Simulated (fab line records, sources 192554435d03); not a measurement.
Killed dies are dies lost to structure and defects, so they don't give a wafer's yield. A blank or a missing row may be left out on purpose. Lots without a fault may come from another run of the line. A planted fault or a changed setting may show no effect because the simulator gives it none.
One fault seen from 2 desks | flow n5_finfet | each desk has only its own numbers; what lay behind them comes last

THE TOOL OWNER'S DESK: rie_diel-05
The tool's own readings at N5_SD_EPI_P_ETCHBACK_46 (etches SiNx in CH3F/O2, stops on SiO2, target depth 17.5 nm): means of the sampled wafers that have a number, for each lot that ran on this tool. A lot is out of limits, marked OUT, if its mean lies more than 4 standard deviations from the usual mean; the brackets give that distance.
Columns: A = drypump_motor_current_A at N5_SD_EPI_P_ETCHBACK_46, usual 5.5 A; B = oes_product_au at N5_SD_EPI_P_ETCHBACK_46, usual 0.69 a.u.; C = rf_vpp_V at N5_SD_EPI_P_ETCHBACK_46, usual 292 V; D = showerhead_plenum_p_Torr at N5_SD_EPI_P_ETCHBACK_46, usual 2.02 Torr; E = throttle_valve_pct at N5_SD_EPI_P_ETCHBACK_46, usual 16.24 %
lot  | first seen here | A   | B    | C   | D    | E
L488 | day 3 17:01     | 5.4 | 0.77 | 303 | 2.06 | 16.10
L491 | day 4 06:52     | 5.2 | 0.77 | 304 | 2.06 | 16.10
L498 | day 6 02:55     | 5.4 | 0.77 | 299 | 2.07 | 16.20
L499 | day 6 08:56     | 5.3 | 0.75 | 298 | 2.10 | 16.16
This desk's finding: nothing out of limits on any of the 4 lots.

THE METROLOGY DESK
What the gauges read, lot by lot, whatever tool the lot ran on: means of the sampled wafers that have a number. A lot is out of limits, marked OUT, if its mean lies more than 4 standard deviations from the usual mean; the brackets give that distance. Of its 10 readings 7 are shown: those that lie furthest out on some lot.
Columns: A = DIBL_P at N5_BEOL_M4_RC_MEAS_101, usual 37.4 mV/V; B = IOFF_P at N5_BEOL_M4_RC_MEAS_101, usual 0.23 nA/um; C = ION_N at N5_BEOL_M4_RC_MEAS_101, usual 683 uA/um; D = ION_P at N5_BEOL_M4_RC_MEAS_101, usual 467 uA/um; E = SS_N at N5_BEOL_M4_RC_MEAS_101, usual 71.7 mV/dec; F = SS_P at N5_BEOL_M4_RC_MEAS_101, usual 73.5 mV/dec; G = VT_P at N5_BEOL_M4_RC_MEAS_101, usual -250 mV
lot  | first seen here | A    | B    | C   | D   | E    | F    | G
L488 | day 8 08:13     | 36.5 | 0.21 | 690 | 472 | 71.4 | 73.2 | -251
L491 | day 8 22:30     | 33.9 | 0.16 | 665 | 452 | 71.3 | 72.4 | -255
L498 | day 10 11:44    | 37.7 | 0.22 | 682 | 462 | 71.9 | 72.8 | -251
L499 | day 10 19:13    | 34.9 | 0.20 | 691 | 476 | 70.5 | 73.0 | -249
L502 | day 11 11:47    | 36.0 | 0.21 | 667 | 457 | 71.9 | 73.0 | -250
L503 | day 11 19:21    | 38.6 | 0.24 | 675 | 463 | 71.6 | 73.3 | -250
L505 | day 12 02:56    | 36.3 | 0.22 | 687 | 470 | 71.9 | 73.5 | -251
L510 | day 13 12:54    | 38.7 | 0.22 | 689 | 465 | 71.9 | 73.4 | -251
L509 | day 13 16:04    | 34.9 | 0.16 | 674 | 462 | 71.0 | 73.0 | -257
This desk's finding: nothing out of limits on any of the 9 lots.

PUT TOGETHER
The tool owner's desk saw nothing out of limits.
The metrology desk saw nothing out of limits.

WHAT THE SIMULATOR HAD PUT IN
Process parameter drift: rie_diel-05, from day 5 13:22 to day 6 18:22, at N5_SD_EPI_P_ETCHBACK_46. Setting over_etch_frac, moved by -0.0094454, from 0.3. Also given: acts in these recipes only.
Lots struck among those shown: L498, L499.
